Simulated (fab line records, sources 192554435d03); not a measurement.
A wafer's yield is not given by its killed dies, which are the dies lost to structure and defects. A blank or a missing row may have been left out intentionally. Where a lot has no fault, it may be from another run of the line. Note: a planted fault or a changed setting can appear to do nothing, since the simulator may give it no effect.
A struck lot beside a sound one ; flow n5_finfet ; 27 out of 1938 route steps
Sound: these wafers, L423.1, L423.4, L423.6. Wafers struck: L431.3, L431.4, L431.5. The cause is named last.
Each step with rows lists, per side, the tool, then ch with its chambers, then its first start. Under that, the readings that differ: sound wafers ; struck wafers ; difference of the means ; sigmas: that difference in standard deviations of wafers without a fault.
alike: a reading whose means differ by less than 2 such deviations, as well as words and numbers matching on both sides. not compared: withheld readings; readings where some wafer has no value; bounds like >300 that might hide an equal value; numbers whose values overlap and for which the record gives no deviation.
A row with sigmas, a row that says differs or no value, or rows on one side alone: a step with any of these is where the two part. Numbers that don't overlap but have no deviation are shown without sigmas and don't part them. A reading that every wafer of one side lacks parts them only if that side has two wafers or more.

first, 4 steps without rows for these wafers: N5_BEOL_M0_WET_ETCH_106 (etches SiO2 in DHF, target depth 130 nm, rinse time 30 s); N5_BEOL_M0_ETCH_128 (etches SiCN in CF4/N2, target depth 12 nm, overetch 5.1 nm, time 21.4 s); N5_BEOL_M0_TRENCH_ETCH_107 (etches SiOC in C4F6/O2, target depth 32.8 nm, time 16.4 s); N5_BEOL_M0_STRIP_142 (strips in N2/H2, time 10 s).
N5_BEOL_M0_OCD_MEAS_108:
  sound on ocd-02 at day 7 20:05; struck on ocd-02 at day 10 00:02
  alike: trench_depth_nm
then, 2 steps without rows for these wafers: N5_BEOL_M0_HM_STRIP_129 (strips TiN in peroxide tin strip, target depth 17 nm, time 108 s); N5_BEOL_M0_SRD_130 (time 30 s).
N5_BEOL_M0_ETCH_109: etches SiCN in CH3F/O2, target depth 8 nm, overetch 2.4 nm, time 27.4 s.
  sound on rie_diel-02 ch 1,3, day 7 20:25; struck on rie_diel-05 ch 0,1,3, day 10 00:08
  alike: CH3F_flow_sccm, drypump_motor_current_A, oes_product_au, rf_vpp_V, showerhead_plenum_p_Torr, throttle_valve_pct
  not compared: rf_hours_counter_h
then, 2 steps without rows for these wafers: N5_BEOL_M0_STRIP_139 (strips in post etch residue remover, time 60 s); N5_BEOL_M0_SRD_111 (time 30 s).
N5_BEOL_M0_DEGAS_112: time 60 s.
  sound on pvd_sputter-01 at day 7 20:46; struck on pvd_sputter-01 at day 10 00:18
  alike: heater_power_w
then, 1 step without rows for these wafers: N5_BEOL_M0_PRE_CLEAN_113 (time 30 s).
N5_BEOL_M0_ALD_136: deposits TaN, pulse time 2 s, purge time 3 s, co reactant purge time 2 s.
  sound on ald_metal-03 ch 2,3, day 7 20:58; struck on ald_metal-02 ch 0,1,2, day 10 00:25
  no value came back on the struck wafers for ald_cycles, chamber_pressure_Torr (Torr), co_reactant_pulse_time_s (s), heater_power_w (W); on the sound wafers ald_cycles reads 30 30 30
N5_BEOL_M0_SURFACE_TREAT_137:
  sound on pvd_sputter-02 at day 7 21:13; struck on pvd_sputter-02 at day 10 00:40
  not compared: throttle_valve_pct
then, 5 steps without rows for these wafers: N5_BEOL_M0_CVD_115 (deposits Co from CCTBA/H2, time 120 s); N5_BEOL_M0_SPUTTER_116 (material Cu, target thk 4 nm, time 7.37 s); N5_BEOL_M0_ANNEAL_117 (time 60 s); N5_BEOL_M0_SPUTTER_132 (material Cu, target thk 4 nm, time 7.37 s); N5_BEOL_M0_ANNEAL_133 (time 60 s).
N5_BEOL_M0_SPUTTER_134: material Cu, target thk 4 nm, time 7.37 s.
  sound on pvd_sputter-02 at day 7 21:37; struck on pvd_sputter-03 at day 10 02:31
  alike: throttle_valve_pct
then, 3 steps without rows for these wafers: N5_BEOL_M0_ANNEAL_135 (time 60 s); N5_BEOL_M0_SPUTTER_141 (material Cu, target thk 4 nm, time 7.37 s); N5_BEOL_M0_ECD_118 (material Cu, target thk 300 nm).
N5_BEOL_M0_ANNEAL_119: time 90 s.
  sound on rtp_anneal-01 ch 0, day 7 22:33; struck on rtp_anneal-01 ch 0, day 10 06:44
  alike: wafer_temp_C_max
N5_BEOL_M0_CMP_120: polishes, stops on SiOC, t overpolish 6.9 s.
  sound on cmp-04 ch 0,1,3, day 7 22:52; struck on cmp-04 ch 0,1,3, day 10 07:02
reading;sound;struck;difference;sigmas
barrier_field_endpoint_s (s);3.55 3.58 3.76;1.79 1.87 1.63;-1.87;-12
  alike: clearing_platen_rpm, motor_current_A
N5_BEOL_M4_RC_MEAS_101:
  the record has rows for the sound wafers here (prober-01 ch 0, day 10 15:28) and none for the struck ones
-- the record jumps here: 7 days lie between the struck wafers' starts before and after (it left off in module BEOL_M4 and takes up again in module PASSIVATION, whose first step shown is number 1936 of the route) --
N5_PASSIVATION_PROBE_49:
  only the struck wafers here have rows in the record (prober-02, day 16 22:41); the sound ones have none

== WHERE THEY PART ==
At N5_BEOL_M0_ALD_136 first; at N5_PASSIVATION_PROBE_49 last (within this record only).

WHY: what had been put in by the simulator
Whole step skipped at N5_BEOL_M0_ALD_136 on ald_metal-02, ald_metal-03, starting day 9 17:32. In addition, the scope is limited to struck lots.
